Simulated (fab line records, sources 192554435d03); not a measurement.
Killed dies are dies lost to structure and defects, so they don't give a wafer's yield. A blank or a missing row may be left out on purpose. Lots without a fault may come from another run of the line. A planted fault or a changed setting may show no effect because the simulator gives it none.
Chamber matching | flow n5_finfet | N5_MOL_CONTACT_COAG_ETCHBACK_136 on rie_diel-06: 4 sister chambers
The step etches SiO2 in CHF3, target depth 25 nm, time 16.7 s. 4 wafers are shown with their chamber, then 8 later ones without.

WAFERS WITH THEIR CHAMBER
wafer  | chamber | rf_vpp_V (V)
L079.2 | 2       | 530
L084.5 | 1       | 516
L091.1 | 3       | 503
L092.3 | 0       | 557

WAFERS WITHOUT THEIR CHAMBER
wafer  | rf_vpp_V (V)
L092.4 | 502
L092.5 | 558
L093.2 | 527
L093.4 | 556
L093.5 | 527
L096.1 | 527
L096.2 | 557
L096.3 | 504

WHICH CHAMBER EACH WENT THROUGH
wafer  | from the rows above | in truth
L092.4 | 3                   | 3
L092.5 | 0                   | 0
L093.2 | 2                   | 2
L093.4 | 0                   | 0
L093.5 | 2                   | 2
L096.1 | 2                   | 2
L096.2 | 0                   | 0
L096.3 | 3                   | 3
Placed correctly: 8 of 8. Can't be placed from these rows: 0. Placed wrongly: 0.
How it was worked out, from the rows above alone: a wafer's distance from a chamber is the root of the sum, over the readings, of the square of ((its reading less the chamber's mean) divided by the reading's scatter). The wafer belongs to the nearest chamber; if the next one is less than 2 further off, it can't be placed. A chamber's mean is the mean of its shown wafers. The scatter: with one shown wafer a chamber, the root of the mean of the squares of how far each hidden wafer lies from its nearest shown one.
